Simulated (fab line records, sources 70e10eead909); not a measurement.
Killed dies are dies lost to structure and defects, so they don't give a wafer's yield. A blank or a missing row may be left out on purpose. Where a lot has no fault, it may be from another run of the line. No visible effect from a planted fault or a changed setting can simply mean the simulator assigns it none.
fab line records	flow nand-harc
record: lots: 5	wafers: 15	last-day: 24
route steps=1159 shown P_ZERO_WELL@44 END@1159
lots that met no fault: from a run of the same line without faults
start-h: start of the lot's first displayed wafer, in hours after the record's first day	wait-h: hours from the lot's prior step to this one	" identical to the entry in the row above	L1.1+2: a single row standing in for several wafers	- no value, or no start was given	* or withheld: withheld	< > ~ a bound
route shown NAME@n: a module of which the file shows steps, and the number in the route of the first	usual: average and standard deviation across the fault-free wafers	same: alike in all rows	chamber/n: place in a boat	sites: each site's reading	_std_site: how widely they spread, as a standard deviation	_edge_site: outer sites' mean less inner sites'	radius-mm: how far each site lies from the wafer's centre	mask NAME#n: copy n	behind: tool/chamber where the wafer was last shaped	hold: the reason the lot was held/the length of the hold in hours/how it ended	device: which transistor (n, p or np) failed to switch	end of line: tests run on the same wafers once the route is complete	a step without rows: its recipe alone	killed: dies that structure and defects cost at the first sort, which is not the same as the wafer's yield	map: shows each die of a wafer: x if killed, . if not, _ if none is there
set.NAME: the setting as run; set.NAME@STEP: as run at that earlier step	model.NAME: the simulator's own value behind a step, which no gauge read
lots at some steps of the route; a table a step, a row a wafer
services: when a tool's chamber went out of use (start-h, in hours from the record's first day, below 0 if earlier), for how many hours, and the reason
== steps ==
step: NHARC_P_ZERO_WELL_CD_MEAS_37
recipe: target-cd-nm: 720	landing-energy-ev: 500
usual: cd-nm: 718.8/2
same: landing-energy-ev: 500
lot.wafer	tool	chamber	start-h	wait-h	cd-nm
L803.2	cd-sem-03	0	34.27	-	718.4
L803.3	"	0	"	"	720.8
L803.4	"	0	"	"	719.7
L807.1	cd-sem-03	0	58.12	-	716.5
L807.2	"	0	"	"	714.7
L807.6	"	0	"	"	719.7
L812.2	cd-sem-01	0	87.87	-	719.5
L812.4	"	0	"	"	721.3
L812.5	"	0	"	"	718.9
L815.2	cd-sem-01	0	106.13	-	718.1
L815.3	"	0	"	"	719.3
L815.6	"	0	"	"	720.7
L823.1	cd-sem-02	0	153.99	-	721.6
L823.2	"	0	"	"	717.4
L823.6	"	0	"	"	719.7
step: NHARC_P_ZERO_WELL_HARDBAKE_38
recipe: temp-c: 125	time-s: 80
step: NHARC_P_ZERO_WELL_DESCUM_39
recipe: time-s: 3	o2-flow-sccm: 200	ar-flow-sccm: 0	bias-power-w: 0	chemistry: O2
usual: chamber-pressure-mTorr: 60.00/0.052	drypump-motor-current-A: 5.9/0.4	mfc-ar-sccm: 0.011/0.011	oes-product-au: 1.004/0.014	rf-vpp-V: 57.8/0.82	showerhead-plenum-p-Torr: 1.90/0.069	throttle-valve-pct: 11.311/0.0085
lot.wafer	tool	chamber	start-h	wait-h	chamber-pressure-mTorr	drypump-motor-current-A	mfc-ar-sccm	oes-product-au	rf-hours-counter-h	rf-vpp-V	showerhead-plenum-p-Torr	throttle-valve-pct
L803.4	rie-diel-05	2	34.43	-	59.88	4.9	0.006	1.001	3	57.5	1.85	11.307
L803.2	"	3	"	"	59.95	5.6	0	0.984	2	56.7	1.89	11.300
L803.3	"	1	"	"	60.00	5.7	0.031	1.006	3	57.6	1.83	11.310
L807.1	rie-diel-10	2	58.31	-	60.03	6.3	0.010	1.017	3	60.3	2.05	11.308
L807.2	"	3	"	"	60.00	5.7	0	1.001	3	58.7	1.98	11.316
L807.6	"	0	"	"	59.99	6.7	0	1.013	-	57.3	1.80	11.305
L812.2	rie-diel-11	1	88.03	-	60.09	6.1	0.013	1.010	4	56.5	1.85	11.306
L812.4	"	2	"	"	60.06	6.2	0	1.002	5	57.6	1.92	11.321
L812.5	"	1	"	"	60.02	6.1	0.013	1.015	-	57.3	1.85	11.321
L815.2	rie-diel-05	2	106.30	-	59.99	4.9	0.006	0.998	8	56.3	1.85	11.314
L815.3	"	0	"	"	60.08	6.0	0.008	1.001	8	57.3	1.80	11.317
L815.6	"	2	"	"	60.06	4.9	0.006	0.996	-	59.6	1.85	11.301
L823.1	rie-diel-05	0	154.16	-	59.90	6.0	0.008	0.999	11	57.5	1.80	11.311
L823.2	"	2	"	"	59.98	4.9	0.006	1.006	10	57.8	1.85	11.311
L823.6	"	3	"	"	60.03	5.6	0	0.960	-	58.6	1.89	11.310
step: NHARC_P_ZERO_WELL_IMPLANT_40
recipe: energy-kev: 300	dose-cm2: 1e+13	tilt-deg: 7
step: NHARC_P_ZERO_WELL_IMPLANT_59
recipe: energy-kev: 120	dose-cm2: 5e+12	tilt-deg: 7
step: NHARC_P_ZERO_WELL_IMPLANT_60
recipe: energy-kev: 30	dose-cm2: 2e+12	tilt-deg: 7
step: NHARC_P_ZERO_WELL_STRIP_41
recipe: time-s: 840	temp-c: 130	chemistry: SPM
step: NHARC_P_ZERO_WELL_DEHYDRATE_44
recipe: temp-c: 150	time-s: 120
step: NHARC_P_ZERO_WELL_HMDS_45
recipe: time-s: 30
step: NHARC_P_ZERO_WELL_COAT_46
recipe: spin-rpm: withheld
step: NHARC_P_ZERO_WELL_SOFTBAKE_47
recipe: temp-c: 122	time-s: 95
step: NHARC_P_ZERO_WELL_EBR_48
step: NHARC_P_ZERO_WELL_EXPOSE_49
recipe: na: 0.6	target-cd-nm: 2000	dose-mj: 22.64	mask-id: P_HVPW
usual: focus-offset-nm: 0.1/0.57	reticle-temp-C: 23.00/0.1
lot.wafer	tool	chamber	start-h	wait-h	mask	focus-offset-nm	reticle-temp-C
L803.2	krf-scanner-04	0	35.64	-	P_HVPW#0	0.2	23.09
L803.3	"	0	"	"	P_HVPW#0	0.3	22.97
L803.4	"	0	"	"	P_HVPW#0	-0.1	23.01
L807.1	krf-scanner-03	0	59.61	-	P_HVPW#0	0.3	22.95
L807.2	"	0	"	"	P_HVPW#0	-0.3	23.01
L807.6	"	0	"	"	P_HVPW#0	-0.4	22.94
L812.2	krf-scanner-03	0	89.36	-	P_HVPW_R1#0	-0.6	23.09
L812.4	"	0	"	"	P_HVPW_R1#0	-0.3	23.11
L812.5	"	0	"	"	P_HVPW_R1#0	-0.2	23.10
L815.2	krf-scanner-04	0	107.62	-	P_HVPW#0	-1.0	23.09
L815.3	"	0	"	"	P_HVPW#0	-0.7	22.98
L815.6	"	0	"	"	P_HVPW#0	-0.9	22.84
L823.1	krf-scanner-04	0	155.34	-	P_HVPW#0	0.4	23.04
L823.2	"	0	"	"	P_HVPW#0	0.2	23.00
L823.6	"	0	"	"	P_HVPW#0	0.3	23.01
step: NHARC_P_ZERO_WELL_PEB_50
recipe: peb-temp-c: 118	peb-time-s: 85
step: NHARC_P_ZERO_WELL_DEVELOP_51
recipe: time-s: 70
step: NHARC_P_ZERO_WELL_CD_MEAS_52
recipe: target-cd-nm: 2000	landing-energy-ev: 500
usual: cd-nm: 2000.4/2.6
same: landing-energy-ev: 500
lot.wafer	tool	chamber	start-h	wait-h	cd-nm
L803.2	cd-sem-01	0	35.79	-	2002.7
L803.3	"	0	"	"	2002.9
L803.4	"	0	"	"	2002.9
L807.1	cd-sem-01	0	59.76	-	2000.1
L807.2	"	0	"	"	1998.7
L807.6	"	0	"	"	2001.3
L812.2	cd-sem-03	0	89.52	-	1701.6
L812.4	"	0	"	"	1697.6
L812.5	"	0	"	"	1700.3
L815.2	cd-sem-01	0	107.77	-	2005.3
L815.3	"	0	"	"	1999.8
L815.6	"	0	"	"	2004.3
L823.1	cd-sem-02	0	155.50	-	2004.8
L823.2	"	0	"	"	2005.4
L823.6	"	0	"	"	2004.5
step: NHARC_P_ZERO_WELL_HARDBAKE_53
recipe: temp-c: 125	time-s: 80
step: NHARC_P_ZERO_WELL_DESCUM_54
recipe: time-s: 3	o2-flow-sccm: 200	ar-flow-sccm: 0	bias-power-w: 0	chemistry: O2
usual: chamber-pressure-mTorr: 60.00/0.055	drypump-motor-current-A: 5.8/0.46	mfc-ar-sccm: 0.010/0.01	oes-product-au: 1.004/0.016	rf-vpp-V: 57.8/0.88	showerhead-plenum-p-Torr: 1.89/0.074	throttle-valve-pct: 11.310/0.0091
lot.wafer	tool	chamber	start-h	wait-h	chamber-pressure-mTorr	drypump-motor-current-A	mfc-ar-sccm	oes-product-au	rf-hours-counter-h	rf-vpp-V	showerhead-plenum-p-Torr	throttle-valve-pct	model.P_ZERO_WELL.cd-nm
L803.4	rie-diel-05	2	35.95	-	60.00	4.9	0.006	1.004	2.6	59.1	1.85	11.311	2003
L803.2	"	3	"	"	59.97	5.6	0	0.984	2.3	58.5	1.89	11.306	2002
L803.3	"	0	"	"	59.95	6.0	0.008	1.007	3.0	56.9	1.80	11.316	2003
L807.2	rie-diel-05	3	59.94	-	60.02	5.6	0	0.981	4.3	58.0	1.89	11.301	1998
L807.1	"	0	"	"	60.01	6.0	0.008	1.005	4.7	57.0	1.80	11.310	1999
L807.6	"	3	"	"	60.09	5.7	0	0.992	-	56.1	1.89	11.287	2001
L812.2	rie-diel-05	1	89.68	-	60.03	5.7	0.031	1.006	6.6	58.2	1.83	11.301	1702
L812.4	"	2	"	"	59.95	5.0	0.006	0.991	6.1	58.1	1.85	11.308	1698
L812.5	"	2	"	"	59.93	4.9	0.006	0.990	-	57.0	1.85	11.314	1700
L815.3	rie-diel-05	1	107.93	-	60.03	5.6	0.031	1.006	8.1	57.1	1.83	11.318	2001
L815.2	"	2	"	"	60.14	4.9	0.006	1.003	7.8	58.7	1.85	11.299	2006
L815.6	"	2	"	"	60.02	4.9	0.006	0.992	-	56.8	1.85	11.314	2005
L823.1	rie-diel-11	0	155.67	-	60.08	5.9	0.009	0.999	10.5	57.3	1.88	11.318	2005
L823.2	"	3	"	"	60.00	5.8	0.030	0.998	10.5	59.2	1.98	11.307	2006
L823.6	"	0	"	"	59.96	5.9	0.009	1.012	-	59.2	1.88	11.310	2005
step: NHARC_P_ZERO_WELL_IMPLANT_55
recipe: energy-kev: 180	dose-cm2: 8e+11	tilt-deg: 7
step: NHARC_END_SORT_01
recipe: temp-c: 25
usual: killed-at-array: 31/11	killed-at-other: 0.5/0.78	killed-at-periphery: 3.0/2	killed-dies: 34/12	killed-open: 3.2/2	killed-short: 1.9/1.6
same: gross-dies: 677
lot.wafer	tool	chamber	start-h	wait-h	killed-at-array	killed-at-other	killed-at-periphery	killed-dies	killed-open	killed-short
L803.2	prober-01	0	454.26	2.8	18	0	4	22	1	2
L803.3	prober-01	0	455.07	3.1	21	0	10	31	5	0
L803.4	prober-01	0	455.88	3.4	28	0	5	33	2	0
L812.2	prober-01	0	510.81	2.8	17	1	148	166	3	2
L812.4	prober-01	0	512.39	3.4	8	0	137	145	1	2
L812.5	prober-01	0	513.19	3.7	18	3	131	152	4	3
killed by level:class
L803.2 A_SLIT:chamber-film-flake=12 A_STAIRCASE:chamber-film-flake=2 P_GATE:geometric-particle:short=1 A_ONON_D1:geometric-particle:open=1 A_CHANNEL_FILL_D1:geometric-particle:short=1 P_STI:chamber-film-flake=1 P_GATE:chamber-film-flake=1 P_BONDPAD:chamber-film-flake=1
L803.3 A_SLIT:chamber-film-flake=13 P_BONDPAD:chamber-film-flake=8 A_CHANNEL_HOLE_D1:chamber-film-flake=3 P_CONTACT:geometric-particle:open=1 P_M0:geometric-particle:open=1 A_ONON_D1:geometric-particle:open=1 A_CONTACT:geometric-particle:open=1 A_BLC:geometric-particle:open=1
L803.4 A_SLIT:chamber-film-flake=14 A_STAIRCASE:chamber-film-flake=4 A_CHANNEL_HOLE_D1:chamber-film-flake=3 A_CONTACT:chamber-film-flake=3 P_STI:chamber-film-flake=2 P_BONDPAD:chamber-film-flake=2 A_CHANNEL_FILL_D1:chamber-film-flake=2 P_M0:geometric-particle:open=1
L812.2 P_ZERO_WELL:area-expose=144 A_CHANNEL_HOLE_D1:chamber-film-flake=6 A_CONTACT:chamber-film-flake=4 A_CHANNEL_FILL_D1:geometric-particle:short=2 P_M1:chamber-film-flake=2 A_STAIRCASE:chamber-film-flake=2 P_CONTACT:geometric-particle:open=1 A_SOURCE_PLATE:geometric-particle:open=1
L812.4 P_ZERO_WELL:area-expose=134 A_CHANNEL_HOLE_D1:chamber-film-flake=3 P_M1:chamber-film-flake=2 A_CONTACT:chamber-film-flake=2 P_GATE:geometric-particle:short=1 A_WL_FILL:geometric-particle:short=1 A_BLC:geometric-particle:open=1 A_STAIRCASE:chamber-film-flake=1
L812.5 P_ZERO_WELL:area-expose=127 A_CHANNEL_HOLE_D1:chamber-film-flake=6 A_CONTACT:chamber-film-flake=3 THIN_TSV:chamber-film-flake=3 A_WL_FILL:geometric-particle:short=2 A_CONTACT:geometric-particle:open=2 P_M1:chamber-film-flake=2 A_STAIRCASE:chamber-film-flake=2
map L812.2 (x killed, . not)
____________.____________
_________......._________
_______..........._______
______.............______
_____...........x..._____
____.....x...........____
____...........x.....____
___.........x.........___
___........x..........___
__.......xx.......x....__
__.x......xxxxx..x.....__
_......x..x.xx.........._
_...x..xx..xxxx....xx..._
_...x...x..x..x...xx...._
_....xxx.x.xx.xxx.x....._
_........x..xx.x.xxx...x_
......xx.xx.xx.xxx.......
........xx..x..x..x......
.......xx.xx.xx.xx.......
.........xxx..x..........
...x.xxxxxxxxx.....xx....
_.xx.x.xxxx.x..x..x....._
_...xxxxxxxxx.x....xx..._
_x.x...xx..x.xxxx...x..._
_...x...x.xxxxxx.x......_
_..x..x.x.xxxx....xx...._
__..xx...x..x.xx...x...__
__........x.....xx..xx.__
___....xx.xx.x...xx...___
___...........x....x..___
____.....x...x....x..____
____.......x.........____
_____.......x......._____
______.............______
_______..........._______
_________......._________
____________.____________
map L807.2 (x killed, . not)
____________.____________
_________......._________
_______..........._______
______.............______
_____..............._____
____.................____
____..........x.x....____
___x.........x........___
___...........x..x....___
__.....................__
__.....................__
_..................x...._
_....................x.._
_.............x.x......._
_.................x..x.._
_...............xx......_
...............x..xxx....
...............x..x......
.........................
.........................
...................x.....
_..................x...._
_.............x....x...._
_...............x......._
_......x........xx......_
_............x..x...xx.._
__x................xx..__
__................x....__
___................x..___
___...........x.xxxx..___
____.................____
____........x........____
_____..............._____
______...........x.______
_______..........._______
_________....x.._________
____________.____________
== services ==
tool	chamber	start-h	hours	kind
krf-scanner-04	-	11.78	3.2	repair
rie-diel-11	-	12.50	9.0	pm
rie-diel-05	0	20.10	-	clean
rie-diel-05	1	20.10	-	clean
rie-diel-05	2	20.10	-	clean
rie-diel-05	3	20.10	-	clean
rie-diel-10	2	34.32	4.2	repair
rie-diel-05	0	44.60	-	clean
rie-diel-05	1	44.60	-	clean
rie-diel-05	2	44.60	-	clean
rie-diel-05	3	44.60	-	clean
rie-diel-11	1	59.22	7.6	repair
rie-diel-05	0	69.10	-	clean
rie-diel-05	1	69.10	-	clean
rie-diel-05	2	69.10	-	clean
rie-diel-05	3	69.10	-	clean
krf-scanner-03	-	71.96	6.5	repair
rie-diel-11	-	76.75	0.3	repair
krf-scanner-03	-	93.29	0.7	repair
rie-diel-05	0	93.60	-	clean
rie-diel-05	1	93.60	-	clean
rie-diel-05	2	93.60	-	clean
rie-diel-05	3	93.60	-	clean
krf-scanner-04	-	126.00	4.0	pm
== key ==
first-sign: step: NHARC_P_ZERO_WELL_EXPOSE_49	reading: mask	direction: changed
effect: step: NHARC_P_ZERO_WELL_CD_MEAS_52	reading: cd-nm	direction: down	sigmas: 99+	usual: 2000.4	struck: 1699.8
effect: step: NHARC_END_SORT_01	reading: killed-at-periphery	direction: up	sigmas: 68	usual: 3.0	struck: 138.7
model-effect: step: NHARC_P_ZERO_WELL_DESCUM_54	value: P_ZERO_WELL.cd-nm	without: 2000	struck: 1700
more-kills-born-at: NHARC_P_ZERO_WELL_EXPOSE_49@krf-scanner-03: 405
met-at NHARC_P_ZERO_WELL_EXPOSE_49
struck-wafers L812.2,L812.4,L812.5
tester-left-out L812
onset-between 59.61 89.36
fault: kind: wrong-mask	tool: any	chamber: -	onset-h: 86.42	steps: NHARC_P_ZERO_WELL_EXPOSE_49	aux-copy: P_HVPW_R1#0	cd-offset-nm: -299.66	scope: struck-lots-only
tester-left-out: of these lots the tester's yield and bins aren't shown, on N5 and GAA mostly nor the transistor test; their killed dies are dies lost to structure and defects alone, not to doping, threshold or leakage, so they don't give the yield
